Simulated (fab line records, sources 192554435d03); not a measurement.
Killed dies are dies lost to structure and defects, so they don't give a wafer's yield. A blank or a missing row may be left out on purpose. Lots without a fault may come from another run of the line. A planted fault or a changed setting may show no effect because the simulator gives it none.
Split-lot experiment | flow n5_finfet | 7 lots, 21 wafers read, on a route of 1938 steps

THE SPLIT
At N5_GATE_CUT_CMP_23 (polishes, stops on SiO2, t overpolish 23.4 s, target thk 16 nm), the setting down_force_psi was moved away from the recipe's 2.5 psi on 6 of the 21 wafers read, by -12.3% to +18.2%. The other wafers ran this setting at the recipe's value.

The reading is taken at the split's own step.

THE READING
SiNx_of_GATE_CUT_ALD_22.thk_nm (the simulator's own value, which no gauge read), in nm, at N5_GATE_CUT_CMP_23 (polishes, stops on SiO2, t overpolish 23.4 s, target thk 16 nm). The file gives no usual value for it. The 15 wafers here that ran the recipe average 16.0 nm, standard deviation 0.13 nm.

wafer  | tool, chamber at the split | down_force_psi as run, psi | against the recipe | SiNx_of_GATE_CUT_ALD_22.thk_nm, nm | against lot-mates on the recipe
L074.3 | cmp-02, 0,3                | 2.5                        | recipe             | 16                                 | -
L074.2 | cmp-02, 0,3                | 2.5                        | recipe             | 16                                 | -
L074.1 | cmp-02, 2                  | 2.5                        | recipe             | 15.8                               | -
L079.4 | cmp-03, 3                  | 2.5                        | recipe             | 16                                 | -
L079.2 | cmp-03, 1,3                | 2.5                        | recipe             | 16.2                               | -
L079.6 | cmp-03, 1,3                | 2.5                        | recipe             | 16.2                               | -
L083.3 | cmp-03, 1,2,3              | 2.5                        | recipe             | 16                                 | -
L083.4 | cmp-03, 1,2,3              | 2.5                        | recipe             | 16                                 | -
L083.2 | cmp-03, 1,2,3              | 2.5                        | recipe             | 16                                 | -
L087.4 | cmp-03, 2,1                | 2.5                        | recipe             | 16                                 | -
L087.5 | cmp-03, 2,1                | 2.5                        | recipe             | 16                                 | -
L087.6 | cmp-03, 0                  | 2.744                      | +9.8%              | 15.8                               | -0.2
L092.1 | cmp-04, 3,0                | 2.955                      | +18.2%             | 15.6                               | -0.6
L092.4 | cmp-04, 3,0                | 2.955                      | +18.2%             | 15.6                               | -0.6
L092.3 | cmp-04, 2                  | 2.5                        | recipe             | 16.2                               | -
L094.3 | cmp-04, 2                  | 2.5                        | recipe             | 15.8                               | -
L094.5 | cmp-04, 3                  | 2.67                       | +6.8%              | 15.8                               | -0.1
L094.6 | cmp-04, 0                  | 2.5                        | recipe             | 16                                 | -
L095.4 | cmp-03, 3                  | 2.5                        | recipe             | 15.8                               | -
L095.3 | cmp-03, 0,1                | 2.192                      | -12.3%             | 16                                 | +0.2
L095.1 | cmp-03, 0,1                | 2.192                      | -12.3%             | 16                                 | +0.2
Where a row lists several chambers, the file gives one row for several wafers and doesn't say which wafer went through which chamber.

THE FIT
A straight line over all 21 wafers: SiNx_of_GATE_CUT_ALD_22.thk_nm changes by -0.0152 nm for each +1% of down_force_psi; r = -0.66; the points scatter about the line by 0.13 nm.
The same after taking each lot's own level away (the mean of its wafers on the recipe; 21 wafers): -0.0261 nm for each +1%; r = -0.92; scatter 0.085 nm.
On that fit, the largest move of down_force_psi shifts the reading by 0.48 nm.
The lots' own levels span 15.80 to 16.20 nm, that is 3.2 times the standard deviation above.
So the lot-to-lot level blurs the effect unless lot-mates are compared.
Check: with one of the wafers moved furthest among these (+18.2%) left out of the fit, the line predicts -0.443 nm for it against its lot-mates. It came out at -0.6 nm against them.

OTHER SPLITS ON THESE WAFERS
These wafers also went through other splits before the reading. Each is held against what the fit with the lots' levels taken away leaves over:
other split on the same wafers | wafers away from the commonest value | r with SiNx_of_GATE_CUT_ALD_22.thk_nm (lot level and that fit taken away)
N5_HKMG_FIN_EXPOSE_46 dose_mj  | 5                                    | +0.34
N5_HKMG_FIN_ETCH_54 source_w   | 8                                    | -0.06

THE FILE'S OWN FIT
SiNx_of_GATE_CUT_ALD_22.thk_nm changes by -0.0256 nm for each +1% of down_force_psi, r = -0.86.
